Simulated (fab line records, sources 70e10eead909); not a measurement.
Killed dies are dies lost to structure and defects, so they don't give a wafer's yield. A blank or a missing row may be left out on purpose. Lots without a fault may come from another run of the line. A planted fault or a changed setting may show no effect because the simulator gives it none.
Chamber matching | flow nand_harc | NHARC_A_CONTACT_ETCH_96 on rie_diel-10: 4 sister chambers
The step etches the open film in C4F6/O2, target depth 20 nm, time 10 s. 14 wafers are shown with their chamber, then 7 later ones without.

WAFERS WITH THEIR CHAMBER
wafer  | chamber | showerhead_plenum_p_Torr (Torr) | drypump_motor_current_A (A) | rf_vpp_V (V)
L180.1 | 2       | 3.97                            | 5.8                         | 548
L180.5 | 2       | 3.97                            | 5.8                         | 548
L180.6 | 1       | 3.65                            | 6.2                         | 540
L182.1 | 0       | 4.10                            | 5.7                         | 551
L182.4 | 3       | 3.94                            | 6.4                         | 548
L182.5 | 2       | 3.97                            | 5.8                         | 548
L183.2 | 2       | 3.97                            | 5.9                         | 547
L183.3 | 3       | 3.93                            | 6.4                         | 548
L183.6 | 3       | 3.93                            | 6.4                         | 547
L185.3 | 0       | 4.09                            | 5.7                         | 550
L185.5 | 0       | 4.09                            | 5.7                         | 551
L185.6 | 1       | 3.64                            | 6.2                         | 542
L195.1 | 2       | 3.96                            | 5.8                         | 546
L195.2 | 0       | 4.08                            | 5.7                         | 551

SIGNATURES (means of the wafers above)
reading                  | chamber 0 | chamber 1 | chamber 2 | chamber 3 | scatter within a chamber
showerhead_plenum_p_Torr | 4.0900    | 3.6450    | 3.9680    | 3.9333    | 0.0063
drypump_motor_current_A  | 5.700     | 6.200     | 5.820     | 6.400     | 0.0283
rf_vpp_V                 | 550.75    | 541.00    | 547.40    | 547.67    | 0.813
Rule: a wafer's distance from a chamber is the root of the sum, over the readings, of the square of ((its reading less the chamber's mean) divided by the reading's scatter). The wafer belongs to the nearest chamber; if the next one is less than 2 further off, it can't be placed. The scatter: the root of (the sum of the squares of (reading less its chamber's mean) over the shown wafers, divided by (wafers less chambers)).

WAFERS WITHOUT THEIR CHAMBER
wafer  | showerhead_plenum_p_Torr (Torr) | drypump_motor_current_A (A) | rf_vpp_V (V)
L195.6 | 4.22                            | 6.2                         | 552
L196.2 | 4.22                            | 6.2                         | 553
L196.3 | 4.08                            | 5.7                         | 551
L196.6 | 3.95                            | 5.8                         | 547
L199.1 | 3.92                            | 6.4                         | 546
L199.5 | 3.92                            | 6.4                         | 548
L199.6 | 3.95                            | 5.8                         | 546

WHICH CHAMBER EACH WENT THROUGH
wafer  | from the rows above | in truth
L195.6 | 0                   | 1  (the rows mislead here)
L196.2 | 0                   | 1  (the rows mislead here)
L196.3 | 0                   | 0
L196.6 | 2                   | 2
L199.1 | 3                   | 3
L199.5 | 3                   | 3
L199.6 | 2                   | 2
Placed correctly: 5 of 7. Can't be placed from these rows: 0. Placed wrongly: 2.
